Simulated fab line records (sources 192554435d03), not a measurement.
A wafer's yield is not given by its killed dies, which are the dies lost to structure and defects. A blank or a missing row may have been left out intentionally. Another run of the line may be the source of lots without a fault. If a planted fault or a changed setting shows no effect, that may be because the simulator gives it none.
fab line records :: flow n5_finfet
record:
  lots: 6
  wafers: 18
  last_day: 17
route steps=1938 shown BEOL_M8@1400 BEOL_M9@1401
lots with no fault: from the same line, run without faults
start_h: the number of hours between the record's first day and the start of the first shown wafer of the lot :: wait_h: hours from the lot's prior step to this one :: " same as the row above :: L1.1+2: a single row standing in for several wafers :: - either no value or no given start :: * or withheld: withheld :: < > ~ a bound
route shown NAME@n: a module of which the file shows steps, and the number in the route of the first :: usual: mean/standard deviation taken from wafers without a fault :: same: alike in all rows :: chamber/n: place in a boat :: sites: the reading at each site :: _std_site: the standard deviation of these :: _edge_site: mean of outer sites minus mean of inner sites :: radius_mm: how far each site lies from the wafer's centre :: mask NAME#n: copy n :: behind: the most recent tool/chamber to have shaped the wafer :: hold: why the lot went on hold/how many hours it stayed there/how the hold came to an end :: device: transistor that didn't switch, given as n, p or np :: end of line: tests of these same wafers at the route's end :: a step with no rows: only its recipe :: killed: count of dies lost to structure and defects at first sort (not the wafer's yield) :: map: per-die view of a wafer (x killed, . not killed, _ where there is no die)
set.NAME: the run value of the setting; set.NAME@STEP: its run value at that earlier step :: model.NAME: the simulator's own value behind a step, which no gauge read
lots at some steps of the route; a table a step, a row a wafer
services: from which hour (start_h, from the record's first day; less than 0 if before it) a tool's chamber was out of use, for how many hours, and why
== steps ==
step: N5_BEOL_M8_INSPECT_58
recipe:
  inspect_instrument: darkfield
  mode: post_dep
usual:
  raw_defect_count: 73/27
lot.wafer: L831.1
tool: defect_inspect-02
chamber: -
start_h: 204.45
wait_h: 0.0
raw_defect_count: 116

lot.wafer: L831.2
tool: defect_inspect-02
chamber: -
start_h: 204.45
wait_h: 0.0
raw_defect_count: 87

lot.wafer: L831.6
tool: defect_inspect-02
chamber: -
start_h: 204.45
wait_h: 0.0
raw_defect_count: 119

lot.wafer: L832.4
tool: defect_inspect-01
chamber: -
start_h: 214.54
wait_h: 0.0
raw_defect_count: 70

lot.wafer: L832.5
tool: defect_inspect-01
chamber: -
start_h: 214.54
wait_h: 0.0
raw_defect_count: 70

lot.wafer: L832.6
tool: defect_inspect-01
chamber: -
start_h: 214.54
wait_h: 0.0
raw_defect_count: 65

lot.wafer: L833.1
tool: defect_inspect-01
chamber: -
start_h: 214.76
wait_h: 0.0
raw_defect_count: 43

lot.wafer: L833.2
tool: defect_inspect-01
chamber: -
start_h: 214.76
wait_h: 0.0
raw_defect_count: 42

lot.wafer: L833.6
tool: defect_inspect-01
chamber: -
start_h: 214.76
wait_h: 0.0
raw_defect_count: 71

lot.wafer: L834.2
tool: defect_inspect-02
chamber: -
start_h: 231.01
wait_h: 0.0
raw_defect_count: 50

lot.wafer: L834.5
tool: defect_inspect-02
chamber: -
start_h: 231.01
wait_h: 0.0
raw_defect_count: 45

lot.wafer: L834.6
tool: defect_inspect-02
chamber: -
start_h: 231.01
wait_h: 0.0
raw_defect_count: 63

lot.wafer: L846.1
tool: defect_inspect-02
chamber: -
start_h: 308.75
wait_h: 0.0
raw_defect_count: 68

lot.wafer: L846.2
tool: defect_inspect-02
chamber: -
start_h: 308.75
wait_h: 0.0
raw_defect_count: 40

lot.wafer: L846.3
tool: defect_inspect-02
chamber: -
start_h: 308.75
wait_h: 0.0
raw_defect_count: 47

lot.wafer: L849.2
tool: defect_inspect-02
chamber: -
start_h: 335.87
wait_h: 0.0
raw_defect_count: 126

lot.wafer: L849.3
tool: defect_inspect-02
chamber: -
start_h: 335.87
wait_h: 0.0
raw_defect_count: 102

lot.wafer: L849.6
tool: defect_inspect-02
chamber: -
start_h: 335.87
wait_h: 0.0
raw_defect_count: 90
step: N5_BEOL_M9_ILD_DEP_00
recipe:
  material: SiCOH_lowk
  target_thk_a: 3085.1
  temp_c: 300
  precursor: DEMS/porogen
  pressure_torr: 5
  rf_w: 500
  time_s: 58
usual:
  heater_power_w: 306/31
  showerhead_plenum_p_Torr: 5.746/0.018
  throttle_valve_pct: 13.4/0.58
lot.wafer: L831.1
tool: pecvd-03
chamber: 1
start_h: 204.49
wait_h: 0.0
heater_power_w: 284
showerhead_plenum_p_Torr: 5.736
throttle_valve_pct: 12.7

lot.wafer: L831.2
tool: pecvd-03
chamber: 0
start_h: 204.49
wait_h: 0.0
heater_power_w: 337
showerhead_plenum_p_Torr: 5.765
throttle_valve_pct: 13.7

lot.wafer: L831.6
tool: pecvd-03
chamber: 1
start_h: 204.49
wait_h: 0.0
heater_power_w: 304
showerhead_plenum_p_Torr: 5.739
throttle_valve_pct: 13.0

lot.wafer: L832.4
tool: pecvd-03
chamber: 0
start_h: 214.60
wait_h: 0.1
heater_power_w: 327
showerhead_plenum_p_Torr: 5.765
throttle_valve_pct: 13.7

lot.wafer: L832.5
tool: pecvd-03
chamber: 1
start_h: 214.60
wait_h: 0.1
heater_power_w: 305
showerhead_plenum_p_Torr: 5.738
throttle_valve_pct: 12.7

lot.wafer: L832.6
tool: pecvd-03
chamber: 0
start_h: 214.60
wait_h: 0.1
heater_power_w: 338
showerhead_plenum_p_Torr: 5.770
throttle_valve_pct: 13.8

lot.wafer: L833.1
tool: pecvd-03
chamber: 0
start_h: 214.80
wait_h: 0.0
heater_power_w: 337
showerhead_plenum_p_Torr: 5.770
throttle_valve_pct: 13.9

lot.wafer: L833.2
tool: pecvd-03
chamber: 1
start_h: 214.80
wait_h: 0.0
heater_power_w: 279
showerhead_plenum_p_Torr: 5.740
throttle_valve_pct: 12.8

lot.wafer: L833.6
tool: pecvd-03
chamber: 0
start_h: 214.80
wait_h: 0.0
heater_power_w: 342
showerhead_plenum_p_Torr: 5.759
throttle_valve_pct: 13.7

lot.wafer: L834.2
tool: pecvd-02
chamber: 0
start_h: 231.04
wait_h: 0.0
heater_power_w: 286
showerhead_plenum_p_Torr: 5.713
throttle_valve_pct: 14.0

lot.wafer: L834.5
tool: pecvd-02
chamber: 0
start_h: 231.04
wait_h: 0.0
heater_power_w: 283
showerhead_plenum_p_Torr: 5.727
throttle_valve_pct: 13.8

lot.wafer: L834.6
tool: pecvd-02
chamber: 2
start_h: 231.04
wait_h: 0.0
heater_power_w: 306
showerhead_plenum_p_Torr: 5.715
throttle_valve_pct: 13.9

lot.wafer: L846.1
tool: pecvd-03
chamber: 2
start_h: 308.79
wait_h: 0.0
heater_power_w: 299
showerhead_plenum_p_Torr: 5.754
throttle_valve_pct: 13.1

lot.wafer: L846.2
tool: pecvd-03
chamber: 0
start_h: 308.79
wait_h: 0.0
heater_power_w: 346
showerhead_plenum_p_Torr: 5.771
throttle_valve_pct: 13.8

lot.wafer: L846.3
tool: pecvd-03
chamber: 1
start_h: 308.79
wait_h: 0.0
heater_power_w: 325
showerhead_plenum_p_Torr: 5.763
throttle_valve_pct: 13.0

lot.wafer: L849.2
tool: pecvd-04
chamber: 0
start_h: 335.91
wait_h: 0.0
heater_power_w: 277
showerhead_plenum_p_Torr: 5.728
throttle_valve_pct: 13.2

lot.wafer: L849.3
tool: pecvd-04
chamber: 2
start_h: 335.91
wait_h: 0.0
heater_power_w: 359
showerhead_plenum_p_Torr: 5.743
throttle_valve_pct: 12.7

lot.wafer: L849.6
tool: pecvd-04
chamber: 2
start_h: 335.91
wait_h: 0.0
heater_power_w: 368
showerhead_plenum_p_Torr: 5.740
throttle_valve_pct: 12.6
step: N5_BEOL_M9_CURE_71
recipe:
  temp_c: 385
  time_s: 240
  ambient: He/Ar
  material: SiCOH_lowk
usual:
  lamp_power_pct: 52.31/0.057
  wafer_temp_C_max: 386.7/0.57
lot.wafer: L831.1
tool: uv_cure-03
chamber: 0
start_h: 204.60
wait_h: 0.1
lamp_power_pct: 52.28
wafer_temp_C_max: 386.7

lot.wafer: L831.2
tool: uv_cure-03
chamber: 0
start_h: 204.60
wait_h: 0.1
lamp_power_pct: 52.31
wafer_temp_C_max: 387.2

lot.wafer: L831.6
tool: uv_cure-03
chamber: 0
start_h: 204.60
wait_h: 0.1
lamp_power_pct: 52.33
wafer_temp_C_max: 387.8

lot.wafer: L833.1
tool: uv_cure-03
chamber: 1
start_h: 214.91
wait_h: 0.1
lamp_power_pct: 52.36
wafer_temp_C_max: 387.7

lot.wafer: L833.2
tool: uv_cure-03
chamber: 1
start_h: 214.91
wait_h: 0.1
lamp_power_pct: 52.34
wafer_temp_C_max: 386.5

lot.wafer: L833.6
tool: uv_cure-03
chamber: 1
start_h: 214.91
wait_h: 0.1
lamp_power_pct: 52.31
wafer_temp_C_max: 386.8

lot.wafer: L832.4
tool: uv_cure-02
chamber: 1
start_h: 214.92
wait_h: 0.3
lamp_power_pct: 52.35
wafer_temp_C_max: 385.7

lot.wafer: L832.5
tool: uv_cure-02
chamber: 1
start_h: 214.92
wait_h: 0.3
lamp_power_pct: 52.31
wafer_temp_C_max: 386.3

lot.wafer: L832.6
tool: uv_cure-02
chamber: 1
start_h: 214.92
wait_h: 0.3
lamp_power_pct: 52.32
wafer_temp_C_max: 386.0

lot.wafer: L834.2
tool: uv_cure-01
chamber: 0
start_h: 231.20
wait_h: 0.1
lamp_power_pct: 52.38
wafer_temp_C_max: 386.4

lot.wafer: L834.5
tool: uv_cure-01
chamber: 0
start_h: 231.20
wait_h: 0.1
lamp_power_pct: 52.35
wafer_temp_C_max: 386.9

lot.wafer: L834.6
tool: uv_cure-01
chamber: 0
start_h: 231.20
wait_h: 0.1
lamp_power_pct: 52.39
wafer_temp_C_max: 386.9

lot.wafer: L846.1
tool: uv_cure-01
chamber: 1
start_h: 308.87
wait_h: 0.0
lamp_power_pct: 52.32
wafer_temp_C_max: 386.4

lot.wafer: L846.2
tool: uv_cure-01
chamber: 1
start_h: 308.87
wait_h: 0.0
lamp_power_pct: 52.36
wafer_temp_C_max: 386.6

lot.wafer: L846.3
tool: uv_cure-01
chamber: 1
start_h: 308.87
wait_h: 0.0
lamp_power_pct: 52.26
wafer_temp_C_max: 386.5

lot.wafer: L849.2
tool: uv_cure-03
chamber: 2
start_h: 336.07
wait_h: 0.1
lamp_power_pct: 52.33
wafer_temp_C_max: 387.1

lot.wafer: L849.3
tool: uv_cure-03
chamber: 2
start_h: 336.07
wait_h: 0.1
lamp_power_pct: 52.17
wafer_temp_C_max: 387.0

lot.wafer: L849.6
tool: uv_cure-03
chamber: 2
start_h: 336.07
wait_h: 0.1
lamp_power_pct: 52.41
wafer_temp_C_max: 386.7
step: N5_BEOL_M9_THK_MEAS_01
recipe:
  reads: SiCOH_lowk_of_BEOL_M9_ILD_DEP_00
usual:
  M9_ILD_THK: 267/4.3
lot.wafer: L831.1
tool: film_metro-02
chamber: -
start_h: 205.11
wait_h: 0.4
M9_ILD_THK[nm]: 266

lot.wafer: L831.2
tool: film_metro-02
chamber: -
start_h: 205.11
wait_h: 0.4
M9_ILD_THK[nm]: 257

lot.wafer: L831.6
tool: film_metro-02
chamber: -
start_h: 205.11
wait_h: 0.4
M9_ILD_THK[nm]: 269

lot.wafer: L832.4
tool: film_metro-01
chamber: -
start_h: 215.20
wait_h: 0.2
M9_ILD_THK[nm]: 265

lot.wafer: L832.5
tool: film_metro-01
chamber: -
start_h: 215.20
wait_h: 0.2
M9_ILD_THK[nm]: 273

lot.wafer: L832.6
tool: film_metro-01
chamber: -
start_h: 215.20
wait_h: 0.2
M9_ILD_THK[nm]: 267

lot.wafer: L833.1
tool: film_metro-02
chamber: -
start_h: 215.42
wait_h: 0.4
M9_ILD_THK[nm]: 261

lot.wafer: L833.2
tool: film_metro-02
chamber: -
start_h: 215.42
wait_h: 0.4
M9_ILD_THK[nm]: 266

lot.wafer: L833.6
tool: film_metro-02
chamber: -
start_h: 215.42
wait_h: 0.4
M9_ILD_THK[nm]: 267

lot.wafer: L834.2
tool: film_metro-01
chamber: -
start_h: 231.63
wait_h: 0.4
M9_ILD_THK[nm]: 270

lot.wafer: L834.5
tool: film_metro-01
chamber: -
start_h: 231.63
wait_h: 0.4
M9_ILD_THK[nm]: 274

lot.wafer: L834.6
tool: film_metro-01
chamber: -
start_h: 231.63
wait_h: 0.4
M9_ILD_THK[nm]: 274

lot.wafer: L846.1
tool: film_metro-01
chamber: -
start_h: 309.38
wait_h: 0.4
M9_ILD_THK[nm]: 259

lot.wafer: L846.2
tool: film_metro-01
chamber: -
start_h: 309.38
wait_h: 0.4
M9_ILD_THK[nm]: 256

lot.wafer: L846.3
tool: film_metro-01
chamber: -
start_h: 309.38
wait_h: 0.4
M9_ILD_THK[nm]: 267

lot.wafer: L849.2
tool: film_metro-02
chamber: -
start_h: 336.50
wait_h: 0.4
M9_ILD_THK[nm]: 272

lot.wafer: L849.3
tool: film_metro-02
chamber: -
start_h: 336.50
wait_h: 0.4
M9_ILD_THK[nm]: 260

lot.wafer: L849.6
tool: film_metro-02
chamber: -
start_h: 336.50
wait_h: 0.4
M9_ILD_THK[nm]: 266
step: N5_BEOL_M9_PECVD_70
recipe:
  material: SiO2
  target_thk_a: 200
  temp_c: 400
  precursor: TEOS/O2
  pressure_torr: 5.5
  rf_w: 450
  teos_flow_sccm: 53.8
  gas: O2
  flow_sccm: 3000
  time_s: 22.7
usual:
  heater_power_w: 711/55
  showerhead_plenum_p_Torr: 8.80/0.064
  throttle_valve_pct: 21.7/0.94
lot.wafer: L831.1
tool: pecvd-02
chamber: 0
start_h: 205.15
wait_h: 0.0
heater_power_w: 640
showerhead_plenum_p_Torr: 8.75
throttle_valve_pct: 22.5

lot.wafer: L831.2
tool: pecvd-02
chamber: 1
start_h: 205.15
wait_h: 0.0
heater_power_w: 695
showerhead_plenum_p_Torr: 8.80
throttle_valve_pct: 23.6

lot.wafer: L831.6
tool: pecvd-02
chamber: 1
start_h: 205.15
wait_h: 0.0
heater_power_w: 698
showerhead_plenum_p_Torr: 8.84
throttle_valve_pct: 23.4

lot.wafer: L832.4
tool: pecvd-04
chamber: 2
start_h: 215.25
wait_h: 0.1
heater_power_w: 737
showerhead_plenum_p_Torr: 8.77
throttle_valve_pct: 20.1

lot.wafer: L832.5
tool: pecvd-04
chamber: 0
start_h: 215.25
wait_h: 0.1
heater_power_w: 695
showerhead_plenum_p_Torr: 8.76
throttle_valve_pct: 21.6

lot.wafer: L832.6
tool: pecvd-04
chamber: 1
start_h: 215.25
wait_h: 0.1
heater_power_w: 723
showerhead_plenum_p_Torr: 8.67
throttle_valve_pct: 21.2

lot.wafer: L833.1
tool: pecvd-03
chamber: 1
start_h: 215.46
wait_h: 0.0
heater_power_w: 663
showerhead_plenum_p_Torr: 8.83
throttle_valve_pct: 21.0

lot.wafer: L833.2
tool: pecvd-03
chamber: 0
start_h: 215.46
wait_h: 0.0
heater_power_w: 788
showerhead_plenum_p_Torr: 8.86
throttle_valve_pct: 22.3

lot.wafer: L833.6
tool: pecvd-03
chamber: 0
start_h: 215.46
wait_h: 0.0
heater_power_w: 796
showerhead_plenum_p_Torr: 8.88
throttle_valve_pct: 22.2

lot.wafer: L834.2
tool: pecvd-02
chamber: 1
start_h: 231.67
wait_h: 0.0
heater_power_w: 713
showerhead_plenum_p_Torr: 8.80
throttle_valve_pct: 23.4

lot.wafer: L834.5
tool: pecvd-02
chamber: 1
start_h: 231.67
wait_h: 0.0
heater_power_w: 715
showerhead_plenum_p_Torr: 8.82
throttle_valve_pct: 23.6

lot.wafer: L834.6
tool: pecvd-02
chamber: 0
start_h: 231.67
wait_h: 0.0
heater_power_w: 658
showerhead_plenum_p_Torr: 8.74
throttle_valve_pct: 22.5

lot.wafer: L846.1
tool: pecvd-03
chamber: 2
start_h: 309.42
wait_h: 0.0
heater_power_w: 638
showerhead_plenum_p_Torr: 8.83
throttle_valve_pct: 21.0

lot.wafer: L846.2
tool: pecvd-03
chamber: 1
start_h: 309.42
wait_h: 0.0
heater_power_w: 723
showerhead_plenum_p_Torr: 8.81
throttle_valve_pct: 20.9

lot.wafer: L846.3
tool: pecvd-03
chamber: 0
start_h: 309.42
wait_h: 0.0
heater_power_w: 758
showerhead_plenum_p_Torr: 8.88
throttle_valve_pct: 22.1

lot.wafer: L849.2
tool: pecvd-02
chamber: 1
start_h: 336.54
wait_h: 0.0
heater_power_w: 816
showerhead_plenum_p_Torr: 8.81
throttle_valve_pct: 23.6

lot.wafer: L849.3
tool: pecvd-02
chamber: 0
start_h: 336.54
wait_h: 0.0
heater_power_w: 709
showerhead_plenum_p_Torr: 8.74
throttle_valve_pct: 22.5

lot.wafer: L849.6
tool: pecvd-02
chamber: 0
start_h: 336.54
wait_h: 0.0
heater_power_w: 697
showerhead_plenum_p_Torr: 8.74
throttle_valve_pct: 22.7
step: N5_BEOL_M9_HM_DEP_02
recipe:
  material: TiN
  target_thk_a: 200
  temp_c: 25
  chamber_pressure_pa: 0.49996
usual:
  throttle_valve_pct: 29.2/0.67
lot.wafer: L831.1
tool: pvd_sputter-01
chamber: -
start_h: 205.99
wait_h: 0.8
throttle_valve_pct: 28.8

lot.wafer: L831.2
tool: pvd_sputter-01
chamber: -
start_h: 205.99
wait_h: 0.8
throttle_valve_pct: 28.9

lot.wafer: L831.6
tool: pvd_sputter-01
chamber: -
start_h: 205.99
wait_h: 0.8
throttle_valve_pct: 29.2

lot.wafer: L832.4
tool: pvd_sputter-01
chamber: -
start_h: 215.29
wait_h: 0.0
throttle_valve_pct: 29.0

lot.wafer: L832.5
tool: pvd_sputter-01
chamber: -
start_h: 215.29
wait_h: 0.0
throttle_valve_pct: 29.3

lot.wafer: L832.6
tool: pvd_sputter-01
chamber: -
start_h: 215.29
wait_h: 0.0
throttle_valve_pct: 28.8

lot.wafer: L833.1
tool: pvd_sputter-02
chamber: -
start_h: 217.04
wait_h: 1.6
throttle_valve_pct: 30.1

lot.wafer: L833.2
tool: pvd_sputter-02
chamber: -
start_h: 217.04
wait_h: 1.6
throttle_valve_pct: 31.9

lot.wafer: L833.6
tool: pvd_sputter-02
chamber: -
start_h: 217.04
wait_h: 1.6
throttle_valve_pct: 30.0

lot.wafer: L834.2
tool: pvd_sputter-01
chamber: -
start_h: 235.46
wait_h: 3.8
throttle_valve_pct: 28.9

lot.wafer: L834.5
tool: pvd_sputter-01
chamber: -
start_h: 235.46
wait_h: 3.8
throttle_valve_pct: 29.1

lot.wafer: L834.6
tool: pvd_sputter-01
chamber: -
start_h: 235.46
wait_h: 3.8
throttle_valve_pct: 29.0

lot.wafer: L846.1
tool: pvd_sputter-03
chamber: -
start_h: 310.04
wait_h: 0.6
throttle_valve_pct: 28.8

lot.wafer: L846.2
tool: pvd_sputter-03
chamber: -
start_h: 310.04
wait_h: 0.6
throttle_valve_pct: 29.3

lot.wafer: L846.3
tool: pvd_sputter-03
chamber: -
start_h: 310.04
wait_h: 0.6
throttle_valve_pct: 28.6

lot.wafer: L849.2
tool: pvd_sputter-03
chamber: -
start_h: 340.33
wait_h: 3.8
throttle_valve_pct: 28.7

lot.wafer: L849.3
tool: pvd_sputter-03
chamber: -
start_h: 340.33
wait_h: 3.8
throttle_valve_pct: 29.3

lot.wafer: L849.6
tool: pvd_sputter-03
chamber: -
start_h: 340.33
wait_h: 3.8
throttle_valve_pct: 28.6
step: N5_BEOL_M9_COAT_59
recipe:
  resist: SOC
  temp_c: 250
  time_s: 60
  spin_rpm: 1500
  resist_thk_nm: 100
step: N5_BEOL_M9_COAT_60
recipe:
  resist: SiARC
  temp_c: 220
  time_s: 60
  spin_rpm: 1500
  resist_thk_nm: 30
step: N5_BEOL_M9_COAT_05
recipe:
  resist: CAR-ArF
  spin_rpm: 1500
  resist_thk_nm: 90
step: N5_BEOL_M9_EBR_07
recipe:
  solvent: PGMEA
  ebr_width_mm: 1.5
step: N5_BEOL_M9_SOFTBAKE_06
recipe:
  temp_c: 110
  time_s: 60
  resist: CAR-ArF
step: N5_BEOL_M9_EXPOSE_08
recipe:
  mask_id: M9
  na: 1.35
  source_shape: dipole
  sigma_inner: 0.411
  sigma_outer: 0.611
  polarization: te
  dose_mj: 53.75
step: N5_BEOL_M9_PEB_09
recipe:
  peb_temp_c: withheld
  peb_time_s: 60
  resist: CAR-ArF
usual:
  chill_plate_temp_C: 22.99/0.11
  exhaust_pa: 44.8/0.79
lot.wafer: L831.1
tool: litho_track-01
chamber: 0
start_h: 206.29
wait_h: 0.1
chill_plate_temp_C: 22.92
exhaust_pa: 45.8

lot.wafer: L831.2
tool: litho_track-01
chamber: 0
start_h: 206.29
wait_h: 0.1
chill_plate_temp_C: 22.90
exhaust_pa: 44.4

lot.wafer: L831.6
tool: litho_track-01
chamber: 0
start_h: 206.29
wait_h: 0.1
chill_plate_temp_C: 22.86
exhaust_pa: 45.4

lot.wafer: L832.4
tool: litho_track-05
chamber: -
start_h: 215.72
wait_h: 0.0
chill_plate_temp_C: -
exhaust_pa: -

lot.wafer: L832.5
tool: litho_track-05
chamber: -
start_h: 215.72
wait_h: 0.0
chill_plate_temp_C: -
exhaust_pa: -

lot.wafer: L832.6
tool: litho_track-05
chamber: -
start_h: 215.72
wait_h: 0.0
chill_plate_temp_C: -
exhaust_pa: -

lot.wafer: L833.1
tool: litho_track-01
chamber: -
start_h: 217.47
wait_h: 0.1
chill_plate_temp_C: -
exhaust_pa: -

lot.wafer: L833.2
tool: litho_track-01
chamber: -
start_h: 217.47
wait_h: 0.1
chill_plate_temp_C: -
exhaust_pa: -

lot.wafer: L833.6
tool: litho_track-01
chamber: -
start_h: 217.47
wait_h: 0.1
chill_plate_temp_C: -
exhaust_pa: -

lot.wafer: L834.2
tool: litho_track-03
chamber: 0
start_h: 235.89
wait_h: 0.0
chill_plate_temp_C: 22.94
exhaust_pa: 43.6

lot.wafer: L834.5
tool: litho_track-03
chamber: 0
start_h: 235.89
wait_h: 0.0
chill_plate_temp_C: 22.89
exhaust_pa: 44.6

lot.wafer: L834.6
tool: litho_track-03
chamber: 0
start_h: 235.89
wait_h: 0.0
chill_plate_temp_C: 22.95
exhaust_pa: 43.4

lot.wafer: L846.1
tool: litho_track-03
chamber: 0
start_h: 310.47
wait_h: 0.1
chill_plate_temp_C: 23.08
exhaust_pa: 45.7

lot.wafer: L846.2
tool: litho_track-03
chamber: 0
start_h: 310.47
wait_h: 0.1
chill_plate_temp_C: 23.08
exhaust_pa: 44.0

lot.wafer: L846.3
tool: litho_track-03
chamber: 0
start_h: 310.47
wait_h: 0.1
chill_plate_temp_C: 23.18
exhaust_pa: 44.6

lot.wafer: L849.2
tool: litho_track-03
chamber: 0
start_h: 340.63
wait_h: 0.0
chill_plate_temp_C: 23.02
exhaust_pa: 44.8

lot.wafer: L849.3
tool: litho_track-03
chamber: 0
start_h: 340.63
wait_h: 0.0
chill_plate_temp_C: 22.92
exhaust_pa: 44.5

lot.wafer: L849.6
tool: litho_track-03
chamber: 0
start_h: 340.63
wait_h: 0.0
chill_plate_temp_C: 23.02
exhaust_pa: 43.7
step: N5_BEOL_M9_DEVELOP_10
recipe:
  develop_time_s: 30
  developer: TMAH
  resist: CAR-ArF
  rinse_liquid: diw
  dry: air_spin
  dev_temp_c: 23
== services ==
tool: pecvd-03
chamber: 1
start_h: 184.02
hours: 19.0
kind: repair

tool: pecvd-04
chamber: -
start_h: 190.11
hours: 0.7
kind: repair

tool: uv_cure-01
chamber: -
start_h: 191.83
hours: 2.1
kind: pm

tool: pecvd-03
chamber: 2
start_h: 203.09
hours: -
kind: clean

tool: pecvd-03
chamber: 2
start_h: 203.09
hours: -
kind: consumable_replace:showerhead

tool: pecvd-03
chamber: 2
start_h: 203.09
hours: 29.0
kind: scheduled_down

tool: pecvd-03
chamber: 2
start_h: 203.09
hours: 29.0
kind: vent_cycle

tool: pecvd-04
chamber: 2
start_h: 206.38
hours: 3.8
kind: repair

tool: uv_cure-01
chamber: -
start_h: 212.21
hours: 2.8
kind: pm

tool: pecvd-02
chamber: -
start_h: 222.95
hours: 4.3
kind: pm

tool: uv_cure-02
chamber: -
start_h: 241.48
hours: 7.5
kind: pm

tool: uv_cure-02
chamber: -
start_h: 249.03
hours: 6.0
kind: pm

tool: pecvd-03
chamber: 0
start_h: 251.95
hours: 5.5
kind: scheduled_down

tool: uv_cure-02
chamber: -
start_h: 259.06
hours: 7.5
kind: pm

tool: pecvd-02
chamber: -
start_h: 271.36
hours: 6.0
kind: pm

tool: pecvd-03
chamber: 2
start_h: 293.08
hours: 6.2
kind: repair

tool: uv_cure-02
chamber: -
start_h: 302.98
hours: 2.1
kind: pm

tool: pecvd-04
chamber: -
start_h: 308.81
hours: 2.8
kind: pm

tool: pecvd-04
chamber: -
start_h: 312.50
hours: 1.0
kind: repair

tool: pecvd-02
chamber: -
start_h: 324.30
hours: 4.8
kind: repair

tool: pecvd-02
chamber: 0
start_h: 329.12
hours: 5.5
kind: scheduled_down

tool: pecvd-03
chamber: 1
start_h: 331.08
hours: 5.5
kind: scheduled_down

tool: uv_cure-02
chamber: -
start_h: 339.66
hours: 1.2
kind: repair
== key ==
first_sign:
  step: N5_BEOL_M9_PEB_09
  reading: tool_record
  direction: missing
effect none on later readings
met_at N5_BEOL_M9_PEB_09
struck_wafers L832.4,L832.5,L832.6,L833.1,L833.2,L833.6
later_rows_left_out L832.4,L832.5,L832.6,L833.1,L833.2,L833.6
sort_left_out L832.4,L832.5,L832.6,L833.1,L833.2,L833.6
onset_between 206.29 215.72
fault:
  kind: skipped_step_whole
  tool: litho_track-01,litho_track-05
  chamber: -
  onset_h: 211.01
  steps: N5_BEOL_M9_PEB_09
  scope: struck_lots_only
sort_left_out: the simulated sort isn't trusted on such a fault, so these wafers' sort isn't shown, and their yield isn't known
later_rows_left_out: the simulator's readings of these wafers behind a module that went badly wrong aren't trusted and aren't shown, but for the sort
